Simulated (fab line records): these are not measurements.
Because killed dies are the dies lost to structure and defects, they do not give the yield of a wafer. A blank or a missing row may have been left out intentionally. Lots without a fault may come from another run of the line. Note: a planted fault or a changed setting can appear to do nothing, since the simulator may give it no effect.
Comparing a struck lot with a sound one -- flow nand_harc -- 17 steps out of a route of 1159
Sound: the wafers L559.1, L559.5, L559.6. Struck: wafers L570.2, L570.6 (left out: L570.3, a lot-mate that was not struck); the cause follows at the end.
At each step with rows: each side's tool, then ch and its chambers, then its first start. Under that, the readings that differ: sound wafers -- struck wafers -- difference of the means -- sigmas: that difference in standard deviations of wafers without a fault.
alike: a reading whose means differ by less than 2 such deviations, as well as words and numbers matching on both sides. not compared: withheld readings; readings where some wafer has no value; bounds like >300 that might hide an equal value; numbers whose values overlap and for which the record gives no deviation.
A row with sigmas, a row that says differs or no value, or rows on one side alone: a step with any of these is where the two part. When numbers do not overlap yet have no deviation, they are printed without sigmas and do not part them. Lack of a reading on every wafer of one side parts them only where that side has two or more wafers.

NHARC_P_M1_INSPECT_11:
  struck on defect_inspect-01, day 10 02:46; sound on defect_inspect-02, day 7 02:25
  alike: raw_defect_count
then, 1 step without rows for these wafers: NHARC_P_M1_DESCUM_14 (chemistry O2, time 3 s).
NHARC_P_M1_ETCH_35: etches the open film in N2/H2, target depth 40 nm, overetch 12 nm, time 43.94 s.
  sound on rie_diel-09 ch 0,3, day 7 02:34; struck on rie_diel-09 ch 3, day 10 02:55
  alike: chamber_pressure_mTorr, drypump_motor_current_A, oes_product_au, rf_vpp_V, showerhead_plenum_p_Torr, throttle_valve_pct
  not compared: rf_hours_counter_h
NHARC_P_M1_ETCH_15: etches the open film in C4F8/Ar, target depth 182.5 nm, time 91.2 s.
  sound on rie_diel-09 ch 0,2,3; struck on rie_diel-09 ch 0,3
  alike: chamber_pressure_mTorr, oes_product_au, rf_vpp_V
  not compared: rf_hours_counter_h
NHARC_P_M1_CD_MEAS_16:
  struck on cd_sem-01, day 10 03:08; sound on cd_sem-02, day 7 02:46
  alike: cd_nm
then, 1 step without rows for these wafers: NHARC_P_M1_STRIP_18 (strips in N2/H2).
NHARC_P_M1_ETCH_28: etches the open film in CF4/N2, target depth 30 nm, time 72.99 s.
  sound on rie_diel-13 ch 1,2; struck on rie_diel-11 ch 2,3
  alike: chamber_pressure_mTorr, drypump_motor_current_A, oes_product_au, rf_vpp_V, showerhead_plenum_p_Torr, throttle_valve_pct
  not compared: rf_hours_counter_h
then, 3 steps without rows for these wafers: NHARC_P_M1_STRIP_19 (strips in post etch residue remover, time 600 s); NHARC_P_M1_DEGAS_29 (time 60 s); NHARC_P_M1_PRE_CLEAN_30 (time 30 s).
NHARC_P_M1_PVD_20: deposits TaN, target thk 5 nm, time 8.06 s.
  sound on pvd_sputter-01; struck on pvd_sputter-01
  alike: bias_v, throttle_valve_pct
then, 1 step without rows for these wafers: NHARC_P_M1_PVD_21 (deposits Cu, target thk 30 nm, time 20.49 s).
NHARC_P_M1_ECD_22: material Cu, target thk 400 nm.
  sound on ecd_cu-02 ch 0,1, day 7 03:54; struck on ecd_cu-01 ch 0,1, day 10 04:16
NHARC_P_M1_ANNEAL_31: time 90 s.
  sound on rtp_anneal-02 ch 0, day 7 04:13; struck on rtp_anneal-02 ch 0, day 10 04:38
  alike: wafer_temp_C_max
NHARC_P_M1_CMP_23: polishes, t overpolish 20 s, target thk 157.82 nm.
  sound on cmp-03 ch 1,2,3, day 7 04:41; struck on cmp-03 ch 0,3, day 10 04:56
reading,sound,struck,difference,sigmas
time_to_endpoint_s (s),30.1 26.9 29.6,7.9 7.7,-21.1,-10
  alike: motor_current_A
NHARC_P_M1_THK_MEAS_24: measures by xrf.
  struck on film_metro-02, day 10 05:15; sound on film_metro-01, day 7 04:55
reading,sound,struck,difference,sigmas
thk_nm (nm),160.4 157.2 159.6,138.5 137.0,-21.3,-15
following that, these wafers have no rows for 1 step: NHARC_P_M1_SRD_25.

== WHERE THEY PART ==
First at NHARC_P_M1_CMP_23; last, within this record, at NHARC_P_M1_THK_MEAS_24.

WHY: the cause the simulator had injected
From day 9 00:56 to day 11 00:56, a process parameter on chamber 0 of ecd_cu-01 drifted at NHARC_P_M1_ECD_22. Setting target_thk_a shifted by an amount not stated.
